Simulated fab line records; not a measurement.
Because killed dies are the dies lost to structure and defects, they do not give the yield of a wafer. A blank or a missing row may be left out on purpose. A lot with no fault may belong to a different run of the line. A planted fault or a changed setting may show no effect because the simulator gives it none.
Chamber matching -- flow n5Finfet -- N5_BEOL_M7_DEP_56 on pecvd-04 has 3 sister chambers
The step deposits SiCN from 3MS/NH3, target thk 10 nm, time 17.5 s. 6 wafers are shown with their chamber, then 9 later ones without.

## WAFERS, EACH WITH ITS CHAMBER
wafer,chamber,throttleValvePct (%),rfFwdPowerW (W)
L085.4,0,9.7,199.3
L088.4,2,8.6,200.8
L088.5,1,9.6,200.8
L091.1,0,9.7,199.1
L091.2,1,9.5,199.7
L091.6,2,8.6,200.6

## WAFERS WITH NO CHAMBER GIVEN
wafer,throttleValvePct (%),rfFwdPowerW (W)
L092.1,9.6,199.6
L092.2,8.5,199.4
L092.3,9.5,199.6
L095.1,9.7,197.8
L095.4,9.7,198.1
L095.5,8.6,200.8
L094.1,9.8,200.3
L094.4,9.8,198.7
L094.6,9.7,199.9

## WHICH CHAMBER EACH ONE RAN IN
wafer,from the rows above,in truth
L092.1,can't be placed: 1 or 0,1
L092.2,2,2
L092.3,1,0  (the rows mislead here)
L095.1,0,0
L095.4,0,0
L095.5,2,2
L094.1,0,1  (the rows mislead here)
L094.4,0,0
L094.6,0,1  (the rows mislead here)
Correctly placed: 5 of 9. Not placeable from these rows: 1 (in 1, the candidates include the true chamber). 3 placed wrongly.
How it was worked out, from the rows above alone: a wafer's distance from a chamber is the root of the sum, over the readings, of the square of ((its reading less the chamber's mean) divided by the reading's scatter). The wafer belongs to the nearest chamber; if the next one is less than 2 further off, it can't be placed. The mean given for a chamber averages the wafers shown for that chamber. How the scatter is found: for the shown wafers, subtract from each reading the mean of its chamber, square and add these, divide the total by (wafers less chambers), then take the root.
